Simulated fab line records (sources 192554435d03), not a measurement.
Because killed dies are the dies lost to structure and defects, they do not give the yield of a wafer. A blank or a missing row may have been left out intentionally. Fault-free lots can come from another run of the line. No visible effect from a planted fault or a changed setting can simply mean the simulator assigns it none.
Comparing a struck lot with a sound one | flow n5Finfet | 39 steps out of a route of 1938
Sound: these wafers, L505.1, L505.2, L505.3. Struck: wafers L494.1, L494.5, L494.6. Last of all comes the cause.
At each step with rows: each side's tool, then ch and its chambers, then its first start. Under that, the readings that differ: sound wafers | struck wafers | difference of the means | sigmas: that difference in standard deviations of wafers without a fault.
alike: same words and numbers on both sides, and readings whose means sit less than 2 such deviations apart. not compared: any withheld reading, any reading some wafer has no value for, any bound like >300 that may hide the same value, and any number with overlapping values for which the record gives no deviation.
A row with sigmas, a row that says differs or no value, or rows on one side alone: a step with any of these is where the two part. Numbers that don't overlap but have no deviation are shown without sigmas and don't part them. A reading missing from all wafers of one side parts the sides only when that side holds two or more wafers.

first, 10 steps without rows for these wafers: N5_DUMMY_GATE_ETCH_32 (etches SiO2 in CF4, target depth 3.5 nm, time 3.9 s); N5_DUMMY_GATE_ETCH_23 (etches poly-Si in HBr/Cl2/O2, target depth 41 nm, time 22.3 s); N5_DUMMY_GATE_ETCH_44 (etches poly-Si in HBr/O2, stops on SiO2, target depth 127.5 nm); N5_DUMMY_GATE_ETCH_42 (etches SiO2 in CHF3/O2, target depth 3.5 nm, time 31 s); N5_DUMMY_GATE_STRIP_48 (strips in N2/H2, time 20 s); N5_DUMMY_GATE_PRECLEAN_33 (cleans in dHF, time 10 s); N5_DUMMY_GATE_PRECLEAN_25 (cleans in O3/DIW, time 45 s); N5_DUMMY_GATE_PRECLEAN_51 (cleans in SC2, time 45 s); N5_DUMMY_GATE_SRD_26 (time 30 s); N5_DUMMY_GATE_UV_OZONE_45 (time 120 s).
N5_SPACER0_ALD_07: deposits SiNx, target thk 2 nm.
  sound on aldSin-01 ch 0,2,3, day 8 18:32; struck on aldSin-01 ch 1,2, day 6 00:49
  no value came back on the struck wafers for chamberPressureTorr (Torr), heaterPowerOuterW (W), heaterPowerW (W), susceptorTempC (C); on the sound wafers chamberPressureTorr (Torr) reads 2.003 2.001 2.001
then, 14 steps without rows for these wafers: N5_SPACER0_ALD_00 (deposits SiOCN, target thk 3.5 nm, pulse time 3 s, purge time 2 s); N5_SPACER0_ALD_08 (deposits SiNx, target thk 2 nm); N5_SD_EPI_N_COAT_32 (time 60 s, resist thk 350 nm); N5_SD_EPI_N_COAT_33 (time 60 s, resist thk 35 nm); N5_SD_EPI_N_COAT_03 (resist thk 150 nm); N5_SD_EPI_N_EBR_05; N5_SD_EPI_N_SOFTBAKE_04 (time 60 s); N5_SD_EPI_N_EXPOSE_06 (exposes mask SD N BLK, target cd 120 nm); N5_SD_EPI_N_PEB_07 (peb time 60 s); N5_SD_EPI_N_DEVELOP_08 (develop time 30 s); N5_SD_EPI_N_DESCUM_14 (chemistry O2, time 7.9 s); N5_SD_EPI_N_ETCH_34 (etches SiARC in CF4, target depth 45.5 nm, time 75.8 s); N5_SD_EPI_N_ETCH_35 (etches SOC in N2/H2, overetch 108 nm, time 486 s); N5_SD_EPI_N_STRIP_36 (strips in N2/H2).
N5_SD_EPI_N_ETCHBACK_44: etches SiNx in CH3F/O2, stops on SiO2, target depth 14.5 nm.
  sound on rieDiel-01 ch 0,1,2, day 8 20:01; struck on rieDiel-03 ch 1,3, day 6 02:17
reading             | sound          | struck         | difference | sigmas
oesProductAu (a.u.) | 0.71 0.65 0.71 | 0.31 0.31 0.31 | -0.38      | -7
  alike: drypumpMotorCurrentA, mfcArSccm, oes_o_777_au, rfFwdPowerW, rfVppV, showerheadPlenumPTorr, throttleValvePct
  not compared: rfHoursCounterH
then, 10 steps without rows for these wafers: N5_SD_EPI_N_ETCH_45 (etches SiOCN in CH3F/O2, target depth 6 nm); N5_SD_EPI_N_ETCH_16 (etches SiO2 in CHF3/O2, target depth 5 nm); N5_SD_EPI_N_STRIP_47 (strips in CHF3/O2); N5_SD_EPI_N_SD_RECESS_17 (chemistry HBr/Cl2/O2, target depth 41 nm, time 23.7 s, bt time 3 s); N5_SD_EPI_N_STRIP_38 (strips in N2/H2); N5_SD_EPI_N_WET_ETCH_43 (etches SiO2 in dHF, time 14 s, target depth 1.5 nm); N5_SD_EPI_N_STRIP_18 (strips in SPM, time 750 s); N5_SD_EPI_N_SRD_20 (time 30 s); N5_SD_EPI_N_PRECLEAN_48 (cleans in NF3:NH3, afs cycles 2, time 20 s, sublimation time 60 s); N5_SD_EPI_N_VAPOR_ETCH_50 (etches Si in HCl, time 54 s).
N5_SD_EPI_P_ETCHBACK_46: etches SiNx in CH3F/O2, stops on SiO2, target depth 17.5 nm.
  sound on rieDiel-06 ch 0,1,3, day 9 01:04; struck on rieDiel-05 ch 0,3, day 6 06:43
reading             | sound          | struck         | difference | sigmas
oesProductAu (a.u.) | 0.70 0.82 0.66 | 0.29 0.28 0.28 | -0.44      | -9
  alike: drypumpMotorCurrentA, mfcArSccm, oes_o_777_au, rfFwdPowerW, rfVppV, showerheadPlenumPTorr, throttleValvePct
  not compared: rfHoursCounterH
-- a jump in the record: the struck wafers' starts before and after are 7 days apart (it breaks off in module SD_EPI_P and resumes in module BEOL_M4, where the first step shown is number 1111 of the route) --
N5_BEOL_M4_RC_MEAS_101:
  sound on prober-01 ch 0, day 17 09:47; struck on prober-02 ch 0, day 13 09:08
reading            | sound             | struck            | difference | sigmas
DIBL_N (mV/V)      | 34.9 38.5 39.8    | 50.4 51.5 56.4    | +15.0      | +7
DIBL_P (mV/V)      | 36 40 41          | 46 48 51          | +9         | +3
IOFF_N (nA/um)     | 0.14 0.20 0.23    | 0.53 0.59 0.99    | +0.51      | +11
IOFF_N_85C (nA/um) | 2.8 3.9 4.3       | 8.6 9.5 14.4      | +7.2       | +10
IOFF_N_LIN (nA/um) | 0.069 0.091 0.094 | 0.172 0.207 0.284 | +0.136     | +9
IOFF_P (nA/um)     | 0.20 0.25 0.28    | 0.69 0.75 1.02    | +0.58      | +12
IOFF_P_85C (nA/um) | 3.5 4.2 4.7       | 9.8 10.5 13.5     | +7.1       | +10
IOFF_P_LIN (nA/um) | 0.095 0.110 0.119 | 0.269 0.282 0.356 | +0.194     | +12
ION_N (uA/um)      | 675 690 678       | 737 768 776       | +79        | +6
ION_P (uA/um)      | 466 463 463       | 520 533 536       | +66        | +8
REXT_N (ohm.um)    | 79.4 78.9 77.9    | 62.9 62.4 61.5    | -16.5      | -10
REXT_P (ohm.um)    | 100.1 102.3 100.6 | 81.6 83.3 81.3    | -18.9      | -8
SS_N (mV/dec)      | 71.4 72.2 73.0    | 74.1 74.3 76.2    | +2.7       | +3
VT_N (mV)          | 251 248 249       | 230 230 225       | -21        | -6
VT_N_LVT (mV)      | 99 94 95          | 78 77 70          | -21        | -6
VT_P (mV)          | -250 -248 -249    | -229 -225 -224    | +23        | +7
VT_P_LVT (mV)      | -98 -96 -94       | -75 -75 -71       | +22        | +7
  alike: SS_P
-- the record jumps here: 6 days lie between the struck wafers' starts before and after (it left off in module BEOL_M4 and takes up again in module PASSIVATION, whose first step shown is number 1936 of the route) --
N5_PASSIVATION_PROBE_49:
  sound on prober-02 at day 22 02:46; struck on prober-02 at day 18 21:08
reading                | sound          | struck            | difference | sigmas
sort_bin_4_leakage (%) | 0 0 0          | 79.15 87.97 92.88 | +86.67     | +99 or more
sortNPass              | 1078 1043 1058 | 142 32 0          | -1002      | -50
sortYieldPct (%)       | 91.4 88.4 89.7 | 12.0 2.7 0        | -84.9      | -50
  alike: defectLimitedYield, killed_at_M0_to_M3, killed_at_M4_up, killedAtContacts, killedAtFrontEnd, killedAtOther, killedDies, killedOpen, killedShort, sort_bin_5_function, sort_bin_6_memory, sort_bin_8_speed

== WHERE THEY PART ==
At N5_SPACER0_ALD_07 first; at N5_PASSIVATION_PROBE_49 last (within this record only).

WHY: whatever the simulator had introduced
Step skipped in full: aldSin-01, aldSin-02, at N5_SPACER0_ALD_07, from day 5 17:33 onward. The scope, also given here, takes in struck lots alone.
